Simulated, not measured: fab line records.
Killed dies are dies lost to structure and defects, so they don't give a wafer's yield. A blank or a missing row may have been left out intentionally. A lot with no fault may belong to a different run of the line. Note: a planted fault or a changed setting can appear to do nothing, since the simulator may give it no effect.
fab line records	flow n5_finfet
[record] lots = 10	wafers = 30	last_day = 19
route steps=1938 shown WELL_APT@55 BEOL_M4@1085
lots with no fault: from the same line, run without faults
start_h: the number of hours between the record's first day and the start of the first shown wafer of the lot	wait_h: hours since the lot's step before	" the same as in the row above	L1.1+2: several wafers, shown together as one row	- either no value or no given start	* or withheld: withheld	< > ~ a bound
route shown NAME@n: a module of which the file shows steps, and the number in the route of the first	usual: the fault-free wafers' mean and standard deviation	same: alike in all rows	chamber/n: place in a boat	sites: the reading at each site	_std_site: the values' standard deviation	_edge_site: mean of outer sites minus mean of inner sites	radius_mm: for every site, how far away it sits from the centre of the wafer	mask NAME#n: copy n	behind: the tool/chamber that last shaped the wafer	hold: why the lot went on hold/how many hours it stayed there/how the hold came to an end	device: whichever transistor did not switch (one of n, p or np)	end of line: tests of these same wafers at the route's end	for a step that has no rows: nothing shown but its recipe	killed: dies lost to structure and defects at the first sort, not the wafer's yield	map: the dies of a wafer, with x for killed, . for not killed, _ for no die there
set.NAME: the setting that was run; set.NAME@STEP: the one run at that earlier step	model.NAME: the simulator's own value behind a step, which no gauge read
the route's steps for a sample of lots (tables are steps, rows are wafers)
services: from which hour (start_h, from the record's first day; less than 0 if before it) a tool's chamber was out of use, for how many hours, and why
[[steps]]
[step N5_WELL_APT_EPI_41]
[recipe] material = Si	target_thk_a = 500	temp_c = 650	precursor = SiH4/H2	pressure_torr = 20	time_s = 297.7
[usual] chamber_pressure_Torr = 20.01/0.046	throttle_valve_pct = 10.9/0.38
lot.wafer	tool	chamber	start_h	wait_h	chamber_pressure_Torr	throttle_valve_pct
L355.1	epi_rpcvd-02	0	22.02	0.0	19.92	11.5
L355.2	"	0	"	"	19.91	11.1
L355.6	"	0	"	"	19.97	11.2
L356.3	epi_rpcvd-02	0	28.09	0.2	19.99	11.1
L356.4	"	0	"	"	19.99	11.9
L356.6	"	0	"	"	19.97	11.3
L357.4	epi_rpcvd-01	0	34.90	0.4	20.05	10.6
L357.5	"	0	"	"	20.04	10.1
L357.6	"	0	"	"	19.99	10.5
L359.1	epi_rpcvd-02	0	46.56	0.0	20.08	11.4
L359.4	"	0	"	"	20.05	11.2
L359.6	"	0	"	"	20.03	11.6
L360.2	epi_rpcvd-01	0	52.24	0.1	19.90	10.6
L360.4	"	0	"	"	19.92	10.9
L360.5	"	0	"	"	20.01	10.4
L361.1	epi_rpcvd-01	0	58.04	0.0	20.10	10.4
L361.2	"	0	"	"	20.02	10.5
L361.6	"	0	"	"	20.11	10.6
L365.1	epi_rpcvd-01	0	81.96	0.0	19.96	10.8
L365.4	"	0	"	"	19.99	10.5
L365.6	"	0	"	"	19.93	10.6
L367.1	epi_rpcvd-01	0	94.47	0.0	19.96	10.7
L367.2	"	0	"	"	20.01	10.5
L367.5	"	0	"	"	19.97	10.4
L368.2	epi_rpcvd-01	0	100.42	0.1	20.03	10.7
L368.3	"	0	"	"	20.00	10.7
L368.6	"	0	"	"	19.98	10.5
L369.2	epi_rpcvd-01	0	107.06	0.1	20.00	10.4
L369.3	"	0	"	"	20.01	10.6
L369.5	"	0	"	"	20.01	10.6
[step N5_BEOL_M4_ANNEAL_49]
[recipe] temp_c = 400	time_s = 240	ambient = vacuum
[usual] heater_power_w = 813/66
lot.wafer	tool	chamber	start_h	wait_h	heater_power_w
L355.1	pvd_sputter-03	-	194.66	0.0	829
L355.2	"	-	"	"	933
L355.6	"	-	"	"	957
L357.4	pvd_sputter-02	-	241.20	0.0	782
L357.5	"	-	"	"	728
L357.6	"	-	"	"	808
L359.1	pvd_sputter-03	-	259.79	0.0	723
L359.4	"	-	"	"	866
L359.6	"	-	"	"	827
L360.2	pvd_sputter-03	-	261.91	0.0	775
L360.4	"	-	"	"	948
L360.5	"	-	"	"	795
L361.1	pvd_sputter-03	-	266.57	0.0	707
L361.2	"	-	"	"	794
L361.6	"	-	"	"	767
L365.1	pvd_sputter-03	-	292.44	0.0	731
L365.4	"	-	"	"	966
L365.6	"	-	"	"	846
L367.1	pvd_sputter-02	-	293.68	0.0	795
L367.2	"	-	"	"	797
L367.5	"	-	"	"	808
L356.3	pvd_sputter-02	-	304.02	0.0	788
L356.4	"	-	"	"	799
L356.6	"	-	"	"	802
L369.2	pvd_sputter-02	-	307.02	0.0	812
L369.3	"	-	"	"	812
L369.5	"	-	"	"	781
L368.2	pvd_sputter-02	-	331.12	0.0	791
L368.3	"	-	"	"	804
L368.6	"	-	"	"	795
[step N5_BEOL_M4_ANNEAL_89]
[recipe] temp_c = 400	time_s = 240	ambient = vacuum
[usual] heater_power_w = 814/66
lot.wafer	tool	chamber	start_h	wait_h	heater_power_w
L355.1	pvd_sputter-03	-	195.54	0.0	853
L355.2	"	-	"	"	955
L355.6	"	-	"	"	936
L357.4	pvd_sputter-02	-	242.08	0.0	822
L357.5	"	-	"	"	730
L357.6	"	-	"	"	825
L359.1	pvd_sputter-03	-	260.67	0.0	718
L359.4	"	-	"	"	827
L359.6	"	-	"	"	843
L360.2	pvd_sputter-03	-	262.79	0.0	805
L360.4	"	-	"	"	937
L360.5	"	-	"	"	757
L361.1	pvd_sputter-03	-	267.45	0.0	721
L361.2	"	-	"	"	776
L361.6	"	-	"	"	792
L365.1	pvd_sputter-03	-	293.32	0.0	708
L365.4	"	-	"	"	959
L365.6	"	-	"	"	806
L367.1	pvd_sputter-02	-	294.56	0.0	790
L367.2	"	-	"	"	777
L367.5	"	-	"	"	805
L356.3	pvd_sputter-02	-	304.90	0.0	785
L356.4	"	-	"	"	817
L356.6	"	-	"	"	832
L369.2	pvd_sputter-02	-	307.90	0.0	803
L369.3	"	-	"	"	809
L369.5	"	-	"	"	785
L368.2	pvd_sputter-02	-	332.00	0.0	819
L368.3	"	-	"	"	789
L368.6	"	-	"	"	804
[step N5_BEOL_M4_SPUTTER_94]
[recipe] material = Cu	target_thk_a = 45	temp_c = -20	chamber_pressure_pa = 0.07	power_w = withheld	time_s = 8.29
[usual] throttle_valve_pct = 30.2/0.72
lot.wafer	tool	chamber	start_h	wait_h	throttle_valve_pct
L355.1	pvd_sputter-03	-	196.12	0.1	30.2
L355.2	"	-	"	"	29.6
L355.6	"	-	"	"	29.5
L357.4	pvd_sputter-02	-	242.66	0.1	31.0
L357.5	"	-	"	"	29.1
L357.6	"	-	"	"	30.2
L359.1	pvd_sputter-03	-	261.25	0.1	31.0
L359.4	"	-	"	"	30.2
L359.6	"	-	"	"	29.8
L360.2	pvd_sputter-03	-	263.37	0.1	29.8
L360.4	"	-	"	"	29.4
L360.5	"	-	"	"	29.8
L361.1	pvd_sputter-03	-	268.03	0.1	31.0
L361.2	"	-	"	"	29.6
L361.6	"	-	"	"	30.0
L365.1	pvd_sputter-03	-	293.90	0.1	31.2
L365.4	"	-	"	"	29.6
L365.6	"	-	"	"	30.1
L367.1	pvd_sputter-02	-	295.14	0.1	30.0
L367.2	"	-	"	"	30.4
L367.5	"	-	"	"	30.3
L356.3	pvd_sputter-02	-	305.48	0.1	30.3
L356.4	"	-	"	"	30.3
L356.6	"	-	"	"	31.1
L369.2	pvd_sputter-02	-	308.48	0.1	30.2
L369.3	"	-	"	"	30.8
L369.5	"	-	"	"	30.8
L368.2	pvd_sputter-02	-	332.58	0.1	30.5
L368.3	"	-	"	"	30.3
L368.6	"	-	"	"	30.1
[step N5_BEOL_M4_RC_MEAS_101]
[usual] CJ_N = 4.35/0.084	CJ_P = 5.82/0.17	DIBL_N = 36.0/1.7	DIBL_P = 36.2/1.9	IOFF_N = 0.154/0.028	IOFF_P = 0.21/0.036	ION_N = 675/11	ION_P = 463/8.3	SS_N = 71.4/0.63	SS_P = 73.2/0.55	VT_N = 250.2/3	VT_P = -251/3.7
lot.wafer	tool	chamber	start_h	wait_h	CJ_N	CJ_P	DIBL_N[mV/V]	DIBL_P[mV/V]	IOFF_N[nA/um]	IOFF_P[nA/um]	ION_N[uA/um]	ION_P[uA/um]	SS_N[mV/dec]	SS_P[mV/dec]	VT_N[mV]	VT_P[mV]
L355.1	prober-01	0	197.44	0.0	4.42	5.90	35.0	33.2	0.116	0.17	670	455	71.2	73.0	252.2	-252
L355.2	"	0	"	"	4.35	5.84	38.3	38.5	0.186	0.26	688	474	72.9	73.9	245.6	-247
L355.6	"	0	"	"	4.47	5.90	39.0	38.7	0.196	0.26	700	477	72.4	73.9	245.2	-246
L357.4	prober-02	0	244.44	0.5	4.44	5.96	32.7	32.2	0.103	0.16	668	463	70.7	72.2	255.7	-256
L357.5	"	0	"	"	4.48	5.75	35.9	34.8	0.140	0.19	672	457	70.7	73.0	251.5	-255
L357.6	"	0	"	"	4.40	5.61	36.7	36.0	0.152	0.20	678	458	70.6	73.6	250.0	-251
L359.1	prober-01	0	262.57	0.0	4.29	5.77	38.5	40.8	0.191	0.23	689	469	71.7	73.7	247.8	-248
L359.4	"	0	"	"	4.33	6.03	34.9	36.2	0.124	0.17	654	455	71.2	73.0	255.7	-254
L359.6	"	0	"	"	4.48	6.01	37.2	39.1	0.178	0.20	700	465	71.2	74.1	246.3	-252
L360.2	prober-02	0	264.84	0.2	4.39	5.82	34.7	35.6	0.134	0.18	666	460	71.4	72.7	252.2	-252
L360.4	"	0	"	"	4.44	5.80	35.7	36.4	0.155	0.20	679	461	71.4	72.8	248.9	-251
L360.5	"	0	"	"	4.39	5.74	35.7	36.5	0.146	0.19	674	465	71.2	72.5	249.6	-251
L361.1	prober-01	0	269.35	0.0	4.15	5.93	36.9	37.4	0.154	0.20	673	455	71.7	73.4	252.1	-252
L361.2	"	0	"	"	4.16	6.08	35.5	35.5	0.126	0.18	660	455	72.1	72.6	252.8	-252
L361.6	"	0	"	"	4.20	5.89	36.7	36.4	0.142	0.18	670	455	71.4	73.1	250.3	-254
L367.1	prober-02	0	296.73	0.0	4.43	6.03	33.4	33.4	0.116	0.18	651	457	70.2	72.5	254.3	-250
L367.2	"	0	"	"	4.45	5.92	36.1	36.3	0.161	0.22	667	461	71.7	73.4	250.3	-248
L367.5	"	0	"	"	4.49	6.01	36.1	36.0	0.152	0.21	667	459	72.3	72.6	252.9	-251
L365.1	prober-01	0	297.52	0.0	4.27	5.87	38.1	39.2	0.194	0.22	699	468	71.7	73.8	248.7	-251
L365.4	"	0	"	"	4.27	5.60	36.0	36.2	0.148	0.17	669	449	71.4	73.2	251.7	-256
L365.6	"	0	"	"	4.28	6.09	37.3	37.9	0.170	0.20	677	454	71.6	73.6	249.3	-255
L356.3	prober-01	0	307.21	0.3	4.33	5.89	34.5	35.1	0.143	0.19	664	458	71.8	73.2	250.0	-254
L356.4	"	0	"	"	4.38	5.88	36.8	38.3	0.181	0.23	683	470	71.7	74.0	249.0	-251
L356.6	"	0	"	"	4.39	5.63	37.0	39.3	0.202	0.26	688	469	72.3	73.5	244.7	-247
L369.2	prober-02	0	310.04	0.2	4.38	5.62	35.8	34.7	0.133	0.21	668	463	70.8	73.0	252.7	-247
L369.3	"	0	"	"	4.70	5.38	36.8	37.1	0.154	0.25	662	465	71.1	73.9	246.6	-246
L369.5	"	0	"	"	4.38	5.80	35.5	34.6	0.142	0.22	665	466	70.7	72.5	247.8	-248
L368.2	prober-01	0	334.07	0.2	4.36	5.54	34.4	35.3	0.136	0.18	673	459	71.2	72.1	250.9	-252
L368.3	"	0	"	"	4.72	5.04	36.2	37.1	0.162	0.21	677	470	71.0	73.6	246.2	-248
L368.6	"	0	"	"	4.33	5.58	36.0	36.5	0.150	0.20	678	466	71.1	72.4	247.7	-248
[[services]]
tool	chamber	start_h	hours	kind
pvd_sputter-02	-	17.61	1.7	repair
pvd_sputter-02	-	78.31	1.8	repair
epi_rpcvd-02	-	148.66	9.2	repair
pvd_sputter-03	-	205.12	1.6	repair
epi_rpcvd-02	-	281.44	6.0	pm
[[key]]
[first_sign] step = N5_BEOL_M4_RC_MEAS_101	reading = CJ_N	direction = up	sigmas = 4.3	usual = 4.35	struck = 4.71
[effect] step = N5_BEOL_M4_RC_MEAS_101	reading = CJ_P	direction = down	sigmas = 3.6	usual = 5.82	struck = 5.21
met_at N5_WELL_APT_EPI_41
struck_lots L368,L369
struck_wafers L368.3,L369.3
not_acting_at N5_BEOL_M4_ANNEAL_49,N5_BEOL_M4_ANNEAL_89,N5_BEOL_M4_SPUTTER_94
onset_between 94.47 100.42
[fault] kind = process_parameter_drift	tool = epi_rpcvd-01	chamber = -	onset_h = 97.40	steps = N5_WELL_APT_EPI_41	channel = target_thk_a	offset = *	shape = step	end_h = 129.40	scope = struck_wafers_only	acts_in = *	stated = *
